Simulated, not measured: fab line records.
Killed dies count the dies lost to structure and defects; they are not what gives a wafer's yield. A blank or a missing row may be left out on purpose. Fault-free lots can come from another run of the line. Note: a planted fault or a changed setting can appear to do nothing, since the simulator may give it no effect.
Chamber matching :: flow n5Finfet :: pecvd-01 running N5_BEOL_M0_DEP_125: 3 sister chambers
The step deposits SiCN from 3MS/NH3, target thk 8 nm, time 14 s. 18 wafers are shown with their chamber, then 9 later ones without.

WAFERS PAIRED WITH THEIR CHAMBERS
wafer: L075.2
chamber: 1
throttleValvePct (%): 9.8
chamberPressureTorr (Torr): 2.999
showerheadPlenumPTorr (Torr): 3.688

wafer: L075.3
chamber: 2
throttleValvePct (%): 9.1
chamberPressureTorr (Torr): 3.005
showerheadPlenumPTorr (Torr): 3.696

wafer: L075.6
chamber: 0
throttleValvePct (%): 8.4
chamberPressureTorr (Torr): 3.004
showerheadPlenumPTorr (Torr): 3.671

wafer: L077.2
chamber: 2
throttleValvePct (%): 9.0
chamberPressureTorr (Torr): 3.006
showerheadPlenumPTorr (Torr): 3.682

wafer: L077.5
chamber: 1
throttleValvePct (%): 10.2
chamberPressureTorr (Torr): 3.001
showerheadPlenumPTorr (Torr): 3.696

wafer: L077.6
chamber: 0
throttleValvePct (%): 8.5
chamberPressureTorr (Torr): 2.981
showerheadPlenumPTorr (Torr): 3.674

wafer: L079.1
chamber: 2
throttleValvePct (%): 9.3
chamberPressureTorr (Torr): 3.001
showerheadPlenumPTorr (Torr): 3.684

wafer: L079.3
chamber: 1
throttleValvePct (%): 10.1
chamberPressureTorr (Torr): 3.006
showerheadPlenumPTorr (Torr): 3.680

wafer: L079.5
chamber: 0
throttleValvePct (%): 8.6
chamberPressureTorr (Torr): 3.000
showerheadPlenumPTorr (Torr): 3.674

wafer: L081.2
chamber: 0
throttleValvePct (%): 8.4
chamberPressureTorr (Torr): 2.994
showerheadPlenumPTorr (Torr): 3.673

wafer: L081.5
chamber: 0
throttleValvePct (%): 8.7
chamberPressureTorr (Torr): 2.989
showerheadPlenumPTorr (Torr): 3.668

wafer: L081.6
chamber: 2
throttleValvePct (%): 9.0
chamberPressureTorr (Torr): 3.000
showerheadPlenumPTorr (Torr): 3.672

wafer: L083.3
chamber: 0
throttleValvePct (%): 8.9
chamberPressureTorr (Torr): 2.994
showerheadPlenumPTorr (Torr): 3.668

wafer: L083.4
chamber: 1
throttleValvePct (%): 10.1
chamberPressureTorr (Torr): 3.001
showerheadPlenumPTorr (Torr): 3.687

wafer: L083.5
chamber: 0
throttleValvePct (%): 8.9
chamberPressureTorr (Torr): 2.984
showerheadPlenumPTorr (Torr): 3.685

wafer: L085.2
chamber: 1
throttleValvePct (%): 10.0
chamberPressureTorr (Torr): 3.007
showerheadPlenumPTorr (Torr): 3.685

wafer: L085.3
chamber: 2
throttleValvePct (%): 9.0
chamberPressureTorr (Torr): 3.004
showerheadPlenumPTorr (Torr): 3.678

wafer: L085.4
chamber: 0
throttleValvePct (%): 8.9
chamberPressureTorr (Torr): 2.996
showerheadPlenumPTorr (Torr): 3.663

SIGNATURES (means of the wafers above)
reading: throttleValvePct
chamber 0: 8.662
chamber 1: 10.040
chamber 2: 9.080
scatter within a chamber: 0.182

reading: chamberPressureTorr
chamber 0: 2.99275
chamber 1: 3.00280
chamber 2: 3.00320
scatter within a chamber: 0.00576

reading: showerheadPlenumPTorr
chamber 0: 3.67200
chamber 1: 3.68720
chamber 2: 3.68240
scatter within a chamber: 0.00703
Rule: for a wafer and a chamber, the distance is found by dividing, reading by reading, the gap between the wafer's reading and the chamber's mean by the reading's scatter, squaring, summing and taking the root. If the next closest chamber is less than 2 further off than the closest, the wafer can't be placed; otherwise it belongs to the closest. The scatter is the square root of a quotient: the sum, over the shown wafers, of each reading's squared deviation from its chamber's mean, divided by wafers minus chambers.

WAFERS WITH NO CHAMBER GIVEN
wafer: L086.2
throttleValvePct (%): 8.5
chamberPressureTorr (Torr): 3.000
showerheadPlenumPTorr (Torr): 3.679

wafer: L086.3
throttleValvePct (%): 10.0
chamberPressureTorr (Torr): 3.001
showerheadPlenumPTorr (Torr): 3.688

wafer: L086.4
throttleValvePct (%): 8.7
chamberPressureTorr (Torr): 2.998
showerheadPlenumPTorr (Torr): 3.668

wafer: L088.1
throttleValvePct (%): 9.7
chamberPressureTorr (Torr): 2.999
showerheadPlenumPTorr (Torr): 3.679

wafer: L088.2
throttleValvePct (%): 8.5
chamberPressureTorr (Torr): 2.999
showerheadPlenumPTorr (Torr): 3.676

wafer: L088.4
throttleValvePct (%): 10.1
chamberPressureTorr (Torr): 3.005
showerheadPlenumPTorr (Torr): 3.686

wafer: L097.1
throttleValvePct (%): 10.1
chamberPressureTorr (Torr): 3.004
showerheadPlenumPTorr (Torr): 3.682

wafer: L097.2
throttleValvePct (%): 8.4
chamberPressureTorr (Torr): 2.995
showerheadPlenumPTorr (Torr): 3.670

wafer: L097.5
throttleValvePct (%): 8.7
chamberPressureTorr (Torr): 2.998
showerheadPlenumPTorr (Torr): 3.678

WHICH CHAMBER EACH ONE RAN IN
wafer: L086.2
from the rows above: can't be placed: 0 or 2
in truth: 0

wafer: L086.3
from the rows above: 1
in truth: 1

wafer: L086.4
from the rows above: can't be placed: 0 or 2
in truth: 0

wafer: L088.1
from the rows above: can't be placed: 1 or 2
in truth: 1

wafer: L088.2
from the rows above: can't be placed: 0 or 2
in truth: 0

wafer: L088.4
from the rows above: 1
in truth: 1

wafer: L097.1
from the rows above: 1
in truth: 1

wafer: L097.2
from the rows above: 0
in truth: 0

wafer: L097.5
from the rows above: can't be placed: 0 or 2
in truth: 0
Correctly placed: 4 of 9. These rows do not allow placing 5 (true chamber among the candidates in 5). Placed wrongly: 0.
